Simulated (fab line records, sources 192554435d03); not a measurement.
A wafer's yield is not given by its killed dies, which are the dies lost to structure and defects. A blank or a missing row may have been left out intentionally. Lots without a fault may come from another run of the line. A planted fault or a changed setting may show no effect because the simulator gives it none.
Split-lot study	flow n5 finfet	39 wafers read across 7 lots, on a route 1938 steps long

== ON THE SPLIT ==
At N5_GATE_CUT_ETCH_58 (etches SiNx in CH3F/O2, target depth 17 nm, time 128.6 s), the setting target depth a was moved away from the recipe's 170 angstrom on 9 of the 39 wafers read, by -54.2% to +26.4%. For the rest of the wafers, this setting stayed at what the recipe calls for.

Reading taken at the split's own step.

== THE READING ==
SiNx_of_SDB_ALD_29.thk nm (the simulator's own value, which no gauge read), in nm, at N5_GATE_CUT_ETCH_58 (etches SiNx in CH3F/O2, target depth 17 nm, time 128.6 s). No usual value for it is given in the file. Average 24.6 nm, standard deviation 0.15 nm, over the 30 wafers here run with the recipe.

wafer	tool, chamber at the split	target depth a as run, angstrom	against the recipe	SiNx_of_SDB_ALD_29.thk nm, nm	against lot-mates on the recipe
L074.1	rie diel-01, 2	77.84	-54.2%	26	+1.2
L074.2	rie diel-01, 1	170	recipe	24.8	-
L074.3	rie diel-01, 0	77.84	-54.2%	26	+1.2
L074.4	rie diel-01, 3	170	recipe	24.8	-
L074.5	rie diel-01, 0	170	recipe	24.8	-
L074.6	rie diel-01, 3	77.84	-54.2%	26	+1.2
L076.1	rie diel-01, 3	170	recipe	24.6	-
L076.2	rie diel-01, 1	170	recipe	24.8	-
L076.5	rie diel-01, 2	170	recipe	24.8	-
L077.1	rie diel-01, 2	170	recipe	24.6	-
L077.2	rie diel-01, 3	170	recipe	24.8	-
L077.3	rie diel-01, 0	170	recipe	24.6	-
L077.4	rie diel-01, 1	170	recipe	24.8	-
L077.5	rie diel-01, 2	170	recipe	24.6	-
L077.6	rie diel-01, 1	170	recipe	24.8	-
L081.1	rie diel-04, 2	170	recipe	24.4	-
L081.2	rie diel-04, 0	170	recipe	24.6	-
L081.3	rie diel-04, 3	170	recipe	24.4	-
L081.4	rie diel-04, 1	170	recipe	24.6	-
L081.5	rie diel-04, 2	170	recipe	24.6	-
L081.6	rie diel-04, 1	170	recipe	24.6	-
L083.1	rie diel-04, 1	170	recipe	24.6	-
L083.2	rie diel-04, 0	170	recipe	24.4	-
L083.3	rie diel-04, 2	170	recipe	24.4	-
L083.4	rie diel-04, 3	170	recipe	24.4	-
L083.5	rie diel-04, 3	170	recipe	24.6	-
L083.6	rie diel-04, 2	170	recipe	24.6	-
L091.1	rie diel-04, 3	214.8	+26.4%	23.8	-0.7
L091.2	rie diel-04, 1	170	recipe	24.6	-
L091.3	rie diel-04, 2	214.8	+26.4%	23.8	-0.7
L091.4	rie diel-04, 0	214.8	+26.4%	23.8	-0.7
L091.5	rie diel-04, 3	170	recipe	24.6	-
L091.6	rie diel-04, 0	170	recipe	24.4	-
L097.1	rie diel-01, 0	170	recipe	24.4	-
L097.2	rie diel-01, 3	81.48	-52.1%	25.8	+1.4
L097.3	rie diel-01, 1	81.48	-52.1%	25.6	+1.2
L097.4	rie diel-01, 2	170	recipe	24.4	-
L097.5	rie diel-01, 0	170	recipe	24.4	-
L097.6	rie diel-01, 1	81.48	-52.1%	25.8	+1.4

THE FIT
A straight line over all 39 wafers: SiNx_of_SDB_ALD_29.thk nm changes by -0.0249 nm for each +1% of target depth a; r = -0.96; the points scatter about the line by 0.15 nm.
The same after taking each lot's own level away (the mean of its wafers on the recipe; 39 wafers): -0.0244 nm for each +1%; r = -0.98; scatter 0.094 nm.
The reading moves by 1.3 nm for the largest change in target depth a, on that fit.
Across the lots, their own levels run from 24.40 to 24.80 nm, a range of 2.7 times the standard deviation given above.
So the lot-to-lot level changes the slope little: the two slopes agree.
Check: for one of the wafers moved furthest among these (-54.2%), held out of the fit, the line's prediction against its lot-mates is +1.33 nm. Against them it came out at +1.2 nm.

== OTHER SPLITS ON THESE WAFERS ==
Other splits were also applied to these wafers ahead of the reading. Each is held against what the fit with the lots' levels taken away leaves over:
other split on the same wafers	wafers away from the commonest value	r with SiNx_of_SDB_ALD_29.thk nm (lot level and that fit taken away)
N5_FIN_SAQP_HM_DEP_03 target thk a	15	-0.15

== THE WHOLE CHAIN: every reading that the file lists as answering this split, in the file's order ==
step	what it does	reading	change (the file's fit)	r (the file's)
N5_GATE_CUT_ETCH_58	etches SiNx in CH3F/O2, target depth 17 nm, time 128.6 s	etch.depth nm (the simulator's own value, which no gauge read)	+0.167 nm for each +1% of the setting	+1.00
N5_GATE_CUT_ETCH_58	etches SiNx in CH3F/O2, target depth 17 nm, time 128.6 s	SiNx_of_SDB_ALD_29.thk nm (the simulator's own value, which no gauge read)	-0.0242 nm for each +1% of the setting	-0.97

== THE FILE'S OWN FIT ==
SiNx_of_SDB_ALD_29.thk nm changes by -0.0242 nm for each +1% of target depth a, r = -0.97.
